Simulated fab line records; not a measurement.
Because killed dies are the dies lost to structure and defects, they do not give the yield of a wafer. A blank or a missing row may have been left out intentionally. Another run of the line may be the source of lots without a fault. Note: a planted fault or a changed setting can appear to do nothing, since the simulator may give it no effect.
Struck lot and sound lot, side by side    flow n5Finfet    14 steps out of a route of 1938
Sound: these wafers, L433.1, L433.2, L433.6. Struck: wafers L436.1, L436.3, L436.4. Last of all comes the cause.
For every step that has rows: the tool of each side, followed by ch and its chambers, followed by its first start. Under that, the readings that differ: sound wafers    struck wafers    difference of the means    sigmas: that difference in standard deviations of wafers without a fault.
alike: a reading whose means differ by less than 2 such deviations, as well as words and numbers matching on both sides. not compared: withheld readings; readings where some wafer has no value; bounds like >300 that might hide an equal value; numbers whose values overlap and for which the record gives no deviation.
The two part at a step that has a row with sigmas, a row that says differs or no value, or rows on one side only. Numbers that don't overlap but have no deviation are shown without sigmas and don't part them. Lack of a reading on every wafer of one side parts them only where that side has two or more wafers.

first, 2 steps without rows for these wafers: N5_HKMG_FIN_COAT_66 (time 60 s, resist thk 300 nm); N5_HKMG_FIN_ETCH_67 (etches SOC in N2/H2, stops on TiN, target depth 388.9 nm).
N5_HKMG_FIN_STRIP_90: strips SOC in N2/H2, time 20 s.
  sound on rieDiel-06 ch 1,2,3, day 6 06:24; struck on rieDiel-02 ch 1,2,3, day 7 02:08
  alike: drypumpMotorCurrentA, oesProductAu, rfVppV, showerheadPlenumPTorr, throttleValvePct
  not compared: rfHoursCounterH
then, 1 step without rows for these wafers: N5_HKMG_FIN_WET_ETCH_73 (etches the open film in SC1, time 42.3 s, target depth 1.3 nm, rinse time 30 s).
N5_HKMG_FIN_ETCHBACK_68: etches the open film in Cl2/Ar, stops on HfO2, target depth 0.5 nm.
  sound on rieMetal-02 ch 0,1, day 6 06:34; struck on rieMetal-01 ch 0,1, day 7 02:17
reading              sound           struck          difference  sigmas
oesProductAu (a.u.)  0.86 0.91 0.91  0.62 0.63 0.70  -0.24       -2
  alike: drypumpMotorCurrentA, throttleValvePct
  not compared: rfHoursCounterH
N5_HKMG_FIN_STRIP_69: strips in N2/H2, time 360 s.
  sound on plasmaAsher-02 ch 0,1, day 6 06:42; struck on plasmaAsher-01 ch 0,1, day 7 02:26
reading           sound        struck       difference  sigmas
heaterPowerW (W)  462 435 427  521 502 520  +73         +2
  alike: drypumpMotorCurrentA
  not compared: rfHoursCounterH
then, 1 step without rows for these wafers: N5_HKMG_FIN_ALD_21 (deposits TiN, target thk 1.5 nm, pulse time 1 s, purge time 3 s).
N5_HKMG_FIN_ALD_72: deposits W, target thk 2 nm, pulse time 1 s, purge time 2 s.
  sound on cvdW-01 ch 0,1, day 6 07:26; struck on cvdW-01 ch 0,1, day 7 03:10
  alike: heaterPowerW, precursorPulseHeightRel
N5_HKMG_FIN_W_FILL_22: material W, target thk 60 nm, time 18.2 s.
  sound on cvdW-01 ch 0,1, day 6 07:30; struck on cvdW-01 ch 0,1, day 7 03:14
  alike: heaterPowerW, throttleValvePct
then, 3 steps without rows for these wafers: N5_HKMG_FIN_PRECLEAN_83 (cleans in DIW, time 57.5 s); N5_HKMG_FIN_SRD_84 (dry time 32 s); N5_HKMG_FIN_CMP_23 (polishes, stops on SiNx, t overpolish 10 s, target thk 46.326 nm).
N5_HKMG_FIN_CMP_94: polishes, stops on SiNx, t overpolish 4.7 s, target thk 43.299 nm.
  sound on cmp-03 ch 0,3, day 6 08:05; struck on cmp-02 ch 0,1,3, day 7 03:52
reading          sound              struck             difference  sigmas
platenRpm (rpm)  50.24 50.32 50.28  52.38 52.31 52.30  +2.05       +59
  alike: motorCurrentA, slurryFilterDpKPa
-- the record jumps here: 8 days lie between the struck wafers' starts before and after (it left off in module HKMG_FIN and takes up again in module PASSIVATION, whose first step shown is number 1936 of the route) --
N5_PASSIVATION_PROBE_49:
  sound on prober-01 at day 14 08:09; struck on prober-01 at day 15 11:55
  alike: killed_at_M0_to_M3, killed_at_M4_up, killedAtContacts, killedAtFrontEnd, killedAtOther, killedDies, killedOpen, killedShort

## WHERE THEY PART
At N5_HKMG_FIN_ETCHBACK_68 first; at N5_HKMG_FIN_CMP_94 last (within this record only). Later steps at which nothing parts them and some readings are alike: N5_PASSIVATION_PROBE_49.

WHY: the cause the simulator had injected
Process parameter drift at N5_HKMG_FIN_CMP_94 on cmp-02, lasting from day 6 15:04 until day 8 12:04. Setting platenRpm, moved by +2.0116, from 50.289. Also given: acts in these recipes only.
